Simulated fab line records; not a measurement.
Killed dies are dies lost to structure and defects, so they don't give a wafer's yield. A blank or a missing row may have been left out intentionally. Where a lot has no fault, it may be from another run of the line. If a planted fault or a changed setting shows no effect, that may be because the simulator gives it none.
fab line records	flow nand_harc
[record] lots = 14	wafers = 42	last_day = 25
route steps=1159 shown A_CHANNEL_HOLE_D1@450
lots untouched by any fault: they come from a run of this same line in which no faults occurred
start_h: hours from the record's first day to the start of the lot's first wafer shown	wait_h: hours from the lot's prior step to this one	" unchanged from the row above	L1.1+2: a single row standing in for several wafers	- value missing, or start not given	* or withheld: withheld	< > ~ a bound
route shown NAME@n: a module of which the file shows steps, and the number in the route of the first	usual: average and standard deviation across the fault-free wafers	same: alike in all rows	chamber/n: place in a boat	sites: the reading at each site	_std_site: the values' standard deviation	_edge_site: outer sites' mean less inner sites'	radius_mm: for every site, how far away it sits from the centre of the wafer	mask NAME#n: copy n	behind: the last tool/chamber to shape the wafer	hold: the reason the lot was held/the length of the hold in hours/how it ended	device: transistor that didn't switch, given as n, p or np	end of line: the route-end tests of the same wafers	where a step has no rows: the recipe by itself	killed: at the first sort, the dies lost to defects and structure; wafer yield is something else	map: dies across one wafer; x = killed, . = not, _ = none there
set.NAME: the setting the step ran with; set.NAME@STEP: the setting that earlier step ran with	model.NAME: the simulator's own value behind a step, which no gauge read
route steps across a sampled set of lots; one table per step, one row per wafer
services: from which hour (start_h, from the record's first day; less than 0 if before it) a tool's chamber was out of use, for how many hours, and why
[[steps]]
[step NHARC_A_CHANNEL_HOLE_D1_DEP_00]
[recipe] target_thk_a = 31000	temp_c = 400	material = aC
[usual] throttle_valve_pct = 35.000/0.0091
lot.wafer	tool	chamber	start_h	wait_h	throttle_valve_pct
L113.1	acl_dep-03	0	168.85	0.3	35.002
L113.5	"	0	170.13	1.6	34.993
L113.6	"	0	"	"	35.008
L115.3	acl_dep-01	0	186.86	1.4	34.997
L115.4	"	0	"	"	34.999
L115.5	"	0	"	"	34.992
L118.4	acl_dep-02	0	200.45	1.1	34.999
L118.5	"	0	"	"	35.011
L118.6	"	0	"	"	35.012
L118.4	acl_dep-03	0	203.05	2.3	34.996
L118.5	"	0	"	"	34.992
L118.6	"	0	"	"	34.988
L117.2	acl_dep-03	0	200.52	1.2	35.014
L117.5	"	0	"	"	34.982
L117.6	"	0	"	"	35.012
L117.2	acl_dep-03	0	202.65	1.8	34.997
L117.5	"	0	"	"	35.005
L117.6	"	0	"	"	34.996
L123.4	acl_dep-01	0	242.30	1.0	35.002
L123.5	"	0	"	"	35.012
L123.6	"	0	"	"	35.010
L126.1	acl_dep-02	0	256.83	0.1	35.005
L126.4	"	0	"	"	35.003
L126.5	"	0	"	"	35.010
L128.1	acl_dep-03	0	269.58	0.1	34.997
L128.2	"	0	"	"	34.994
L128.5	"	0	"	"	34.985
L129.3	acl_dep-02	0	270.16	0.7	35.001
L129.5	"	0	"	"	34.997
L129.6	"	0	"	"	35.002
L131.2	acl_dep-02	0	274.76	0.4	35.006
L131.3	"	0	"	"	34.994
L131.6	"	0	"	"	34.991
L132.3	acl_dep-03	0	283.60	3.3	34.986
L132.4	"	0	"	"	34.995
L132.6	"	0	"	"	34.999
L133.1	acl_dep-02	0	291.43	0.1	35.011
L133.3	"	0	"	"	35.003
L133.4	"	0	"	"	35.007
L135.1	acl_dep-02	0	301.96	5.1	35.003
L135.2	"	0	"	"	34.993
L135.5	"	0	"	"	35.004
L134.2	acl_dep-03	0	302.63	5.7	35.008
L134.4	"	0	"	"	35.007
L134.5	"	0	"	"	34.995
L136.2	acl_dep-02	0	310.66	1.4	35.002
L136.3	"	0	"	"	35.007
L136.5	"	0	"	"	34.986
[step NHARC_A_CHANNEL_HOLE_D1_INSPECT_12]
[usual] raw_defect_count = 5.3/2.6
lot.wafer	tool	chamber	start_h	wait_h	raw_defect_count
L113.1	defect_inspect-01	-	171.67	0.0	7
L113.5	"	-	"	"	7
L113.6	"	-	"	"	9
L115.3	defect_inspect-01	-	189.00	0.0	7
L115.4	"	-	"	"	5
L115.5	"	-	"	"	5
L118.4	defect_inspect-02	-	204.77	0.0	5
L118.5	"	-	"	"	7
L118.6	"	-	"	"	6
L117.2	defect_inspect-01	-	204.99	0.0	1
L117.5	"	-	"	"	2
L117.6	"	-	"	"	7
L123.4	defect_inspect-01	-	244.40	0.0	2
L123.5	"	-	"	"	2
L123.6	"	-	"	"	6
L126.1	defect_inspect-02	-	259.97	0.0	6
L126.4	"	-	"	"	7
L126.5	"	-	"	"	8
L129.3	defect_inspect-01	-	272.16	0.0	5
L129.5	"	-	"	"	5
L129.6	"	-	"	"	1
L128.1	defect_inspect-01	-	272.37	0.0	2
L128.2	"	-	"	"	3
L128.5	"	-	"	"	2
L131.2	defect_inspect-02	-	277.20	0.0	7
L131.3	"	-	"	"	3
L131.6	"	-	"	"	6
L132.3	defect_inspect-02	-	285.62	0.0	4
L132.4	"	-	"	"	10
L132.6	"	-	"	"	4
L133.1	defect_inspect-01	-	294.21	0.0	10
L133.3	"	-	"	"	6
L133.4	"	-	"	"	6
L135.1	defect_inspect-01	-	304.80	0.0	2
L135.2	"	-	"	"	4
L135.5	"	-	"	"	5
L134.2	defect_inspect-01	-	305.57	0.0	4
L134.4	"	-	"	"	8
L134.5	"	-	"	"	3
L136.2	defect_inspect-01	-	313.12	0.0	9
L136.3	"	-	"	"	6
L136.5	"	-	"	"	7
[step NHARC_A_CHANNEL_HOLE_D1_DESCUM_15]
[recipe] time_s = 3	o2_flow_sccm = 200	ar_flow_sccm = 0	bias_power_w = 0	chemistry = O2
[usual] drypump_motor_current_A = 5.8/0.33	oes_product_au = 0.999/0.011	rf_vpp_V = 57.8/0.83	showerhead_plenum_p_Torr = 1.92/0.084	throttle_valve_pct = 11.311/0.0098
lot.wafer	tool	chamber	start_h	wait_h	drypump_motor_current_A	oes_product_au	rf_hours_counter_h	rf_vpp_V	showerhead_plenum_p_Torr	throttle_valve_pct
L113.1	rie_diel-07	3	171.74	0.1	5.4	0.974	10	57.8	1.86	11.311
L113.6	"	2	"	"	5.7	0.985	-	57.6	1.79	11.308
L113.5	"	3	"	"	5.4	0.992	-	58.4	1.86	11.322
L115.3	rie_diel-08	1	189.07	0.1	5.5	1.000	3	57.1	1.86	11.305
L115.5	"	0	"	"	6.1	0.997	-	56.3	1.88	11.314
L115.4	"	2	"	"	5.8	1.002	-	59.9	2.06	11.309
L118.4	rie_diel-08	0	204.86	0.1	6.1	0.996	4	57.7	1.88	11.300
L118.5	"	1	"	"	5.6	0.994	-	57.6	1.86	11.318
L118.6	"	2	"	"	5.8	1.003	-	57.6	2.06	11.318
L117.2	rie_diel-07	1	205.07	0.1	5.8	0.992	12	58.7	2.04	11.313
L117.5	"	3	"	"	5.4	0.999	-	57.6	1.86	11.310
L117.6	"	0	"	"	5.3	1.011	-	58.2	1.98	11.301
L123.4	rie_diel-07	1	244.46	0.1	5.8	1.003	0	58.5	2.04	11.309
L123.6	"	1	"	"	5.8	0.994	-	58.9	2.04	11.313
L123.5	"	2	"	"	5.7	0.994	-	57.7	1.79	11.302
L126.1	rie_diel-07	1	260.03	0.1	5.8	0.985	1	57.8	2.04	11.308
L126.4	"	2	"	"	5.7	0.995	1	56.9	1.79	11.322
L126.5	"	2	"	"	5.7	0.995	-	57.2	1.79	11.310
L129.3	rie_diel-08	3	272.24	0.1	5.4	1.005	7	56.7	1.82	11.314
L129.5	"	1	"	"	5.6	1.002	-	56.8	1.86	11.294
L129.6	"	2	"	"	5.7	0.998	-	58.7	2.06	11.317
L128.1	rie_diel-04	1	272.44	0.1	6.3	1.010	10	59.4	1.95	11.311
L128.2	"	2	"	"	6.3	1.009	9	58.2	1.92	11.324
L128.5	"	1	"	"	6.3	1.010	-	57.6	1.95	11.303
L131.2	rie_diel-07	1	277.26	0.1	5.9	0.975	3	57.5	2.03	11.312
L131.3	"	3	"	"	5.4	0.991	3	57.8	1.85	11.303
L131.6	"	1	"	"	5.9	0.981	-	58.6	2.03	11.313
L132.3	rie_diel-04	2	285.68	0.1	6.3	1.002	11	58.1	1.92	11.286
L132.4	"	0	"	"	6.1	1.006	10	57.2	1.96	11.306
L132.6	"	2	"	"	6.3	0.999	-	58.1	1.92	11.329
L133.3	rie_diel-07	1	294.27	0.1	5.8	0.967	4	58.1	2.03	11.318
L133.1	"	2	"	"	5.7	0.997	4	56.6	1.79	11.318
L133.4	"	3	"	"	5.4	0.994	4	57.4	1.85	11.309
L135.1	rie_diel-04	3	304.86	0.1	6.2	0.999	1	57.7	1.97	11.321
L135.2	"	2	"	"	6.3	0.990	1	58.6	1.92	11.302
L135.5	"	0	"	"	6.1	1.020	-	57.9	1.96	11.318
L134.2	rie_diel-07	1	305.65	0.1	5.9	0.978	5	58.0	2.03	11.305
L134.4	"	2	"	"	5.7	0.994	5	56.3	1.79	11.296
L134.5	"	0	"	"	5.3	1.001	-	57.8	1.97	11.324
L136.3	rie_diel-08	3	313.20	0.1	5.4	0.983	0	57.2	1.82	11.307
L136.2	"	0	"	"	6.1	1.001	0	58.0	1.88	11.321
L136.5	"	1	"	"	5.6	0.992	-	58.7	1.86	11.317
[step NHARC_A_CHANNEL_HOLE_D1_ETCH_38]
[recipe] target_depth_a = 390	over_etch_frac = 0.3	time_s = 65	ion_energy_ev = 80	cf4_flow_sccm = 150	ar_flow_sccm = 0	rf_w = 300	bias_w = 100	chemistry = CF4
[usual] drypump_motor_current_A = 5.8/0.34	oes_product_au = 1.000/0.011	rf_vpp_V = 151.4/1.3	showerhead_plenum_p_Torr = 1.78/0.068	throttle_valve_pct = 13.284/0.0086
lot.wafer	tool	chamber	start_h	wait_h	drypump_motor_current_A	oes_product_au	rf_hours_counter_h	rf_vpp_V	showerhead_plenum_p_Torr	throttle_valve_pct
L113.1	rie_diel-07	2	171.83	0.1	5.7	0.989	10	149.9	1.67	13.278
L113.5	"	3	"	"	5.4	0.996	-	149.7	1.72	13.296
L113.6	"	0	"	"	5.3	1.001	-	151.7	1.82	13.293
L115.3	rie_diel-08	2	189.18	0.1	5.8	0.993	3	152.6	1.89	13.266
L115.5	"	1	"	"	5.6	0.994	-	150.9	1.72	13.280
L115.4	"	2	"	"	5.8	0.987	-	152.7	1.89	13.279
L118.4	rie_diel-08	0	204.93	0.1	6.1	1.004	4	151.2	1.74	13.271
L118.5	"	2	"	"	5.7	1.002	-	152.2	1.89	13.301
L118.6	"	3	"	"	5.4	1.014	-	149.9	1.69	13.285
L117.2	rie_diel-07	2	205.15	0.1	5.7	0.986	12	149.7	1.66	13.285
L117.5	"	0	"	"	5.3	1.014	-	151.7	1.82	13.276
L117.6	"	1	"	"	5.8	0.994	-	153.3	1.87	13.288
L123.4	rie_diel-07	0	244.55	0.1	5.3	1.010	0	152.4	1.82	13.288
L123.6	"	0	"	"	5.3	1.012	-	151.6	1.82	13.273
L123.5	"	1	"	"	5.9	0.987	-	152.7	1.87	13.282
L126.4	rie_diel-07	0	260.12	0.1	5.3	1.006	2	152.3	1.82	13.271
L126.1	"	1	"	"	5.8	0.980	1	152.4	1.87	13.302
L126.5	"	3	"	"	5.4	1.000	-	151.0	1.72	13.273
L129.3	rie_diel-08	3	272.31	0.1	5.4	1.004	7	149.1	1.69	13.288
L129.5	"	3	"	"	5.4	1.010	-	150.1	1.69	13.281
L129.6	"	0	"	"	6.1	0.992	-	151.5	1.74	13.303
L128.2	rie_diel-04	0	272.52	0.1	6.1	1.010	8	151.9	1.81	13.290
L128.1	"	1	"	"	6.3	1.020	10	151.0	1.80	13.298
L128.5	"	0	"	"	6.1	1.006	-	152.6	1.81	13.275
L131.3	rie_diel-07	3	277.35	0.1	5.4	0.993	3	150.4	1.72	13.280
L131.2	"	0	"	"	5.3	1.007	3	152.2	1.82	13.278
L131.6	"	3	"	"	5.4	0.998	-	149.0	1.72	13.283
L132.4	rie_diel-04	3	285.76	0.1	6.2	0.978	10	151.4	1.82	13.294
L132.3	"	0	"	"	6.1	1.005	10	151.8	1.81	13.267
L132.6	"	0	"	"	6.1	1.006	-	151.2	1.81	13.283
L133.3	rie_diel-07	1	294.36	0.1	5.9	0.978	4	150.9	1.87	13.284
L133.1	"	3	"	"	5.4	0.987	4	150.1	1.72	13.292
L133.4	"	0	"	"	5.3	1.005	5	151.0	1.82	13.290
L135.2	rie_diel-04	2	304.94	0.1	6.3	0.996	1	151.2	1.78	13.291
L135.1	"	1	"	"	6.3	0.994	1	152.9	1.80	13.287
L135.5	"	2	"	"	6.3	1.003	-	151.9	1.78	13.290
L134.4	rie_diel-07	0	305.72	0.1	5.3	1.018	6	153.6	1.82	13.279
L134.2	"	2	"	"	5.7	0.996	5	148.7	1.66	13.281
L134.5	"	0	"	"	5.3	1.020	-	152.3	1.82	13.286
L136.2	rie_diel-08	1	313.28	0.1	5.6	0.992	0	149.4	1.72	13.291
L136.3	"	3	"	"	5.4	0.985	0	151.2	1.69	13.292
L136.5	"	1	"	"	5.6	0.992	-	150.5	1.72	13.283
[[services]]
tool	chamber	start_h	hours	kind
rie_diel-07	0	158.20	-	clean
rie_diel-07	1	158.20	-	clean
rie_diel-07	2	158.20	-	clean
rie_diel-07	3	158.20	-	clean
acl_dep-02	-	169.34	13.0	pm
rie_diel-08	3	174.32	3.6	repair
rie_diel-08	1	175.28	5.2	repair
rie_diel-04	3	182.07	5.7	repair
rie_diel-07	0	182.70	-	clean
rie_diel-07	1	182.70	-	clean
rie_diel-07	2	182.70	-	clean
rie_diel-07	3	182.70	-	clean
rie_diel-08	3	186.98	3.7	repair
rie_diel-04	0	197.17	15.3	repair
rie_diel-04	2	199.22	7.9	repair
rie_diel-07	0	207.20	-	clean
acl_dep-03	-	225.09	13.0	pm
rie_diel-07	-	228.20	9.0	pm
rie_diel-04	-	288.92	9.0	pm
rie_diel-08	1	289.45	9.2	repair
rie_diel-07	-	290.84	0.3	repair
acl_dep-01	-	294.41	13.0	pm
rie_diel-08	-	301.82	9.0	pm
rie_diel-04	2	310.00	5.4	repair
[[key]]
[first_sign] step = NHARC_A_CHANNEL_HOLE_D1_DEP_00	reading = visit	direction = added
effect none on later readings
met_at NHARC_A_CHANNEL_HOLE_D1_DEP_00
struck_lots L117,L118
later_rows_left_out L117.2,L117.5,L117.6,L118.4,L118.5,L118.6
sort_left_out L117.2,L117.5,L117.6,L118.4,L118.5,L118.6
tester_left_out L117,L118
not_acting_at NHARC_A_CHANNEL_HOLE_D1_INSPECT_12,NHARC_A_CHANNEL_HOLE_D1_DESCUM_15,NHARC_A_CHANNEL_HOLE_D1_ETCH_38
[fault] kind = repeated_step_whole	tool = acl_dep-01,acl_dep-02,acl_dep-03	chamber = -	onset_h = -	steps = NHARC_A_CHANNEL_HOLE_D1_DEP_00	times = 1	scope = struck_lots_only
// tester_left_out: of these lots the tester's yield and bins aren't shown, on N5 and GAA mostly nor the transistor test; their killed dies are dies lost to structure and defects alone, not to doping, threshold or leakage, so they don't give the yield
// sort_left_out: the simulated sort isn't trusted on such a fault, so these wafers' sort isn't shown, and their yield isn't known
// later_rows_left_out: the simulator's readings of these wafers behind a module that went badly wrong aren't trusted and aren't shown, but for the sort
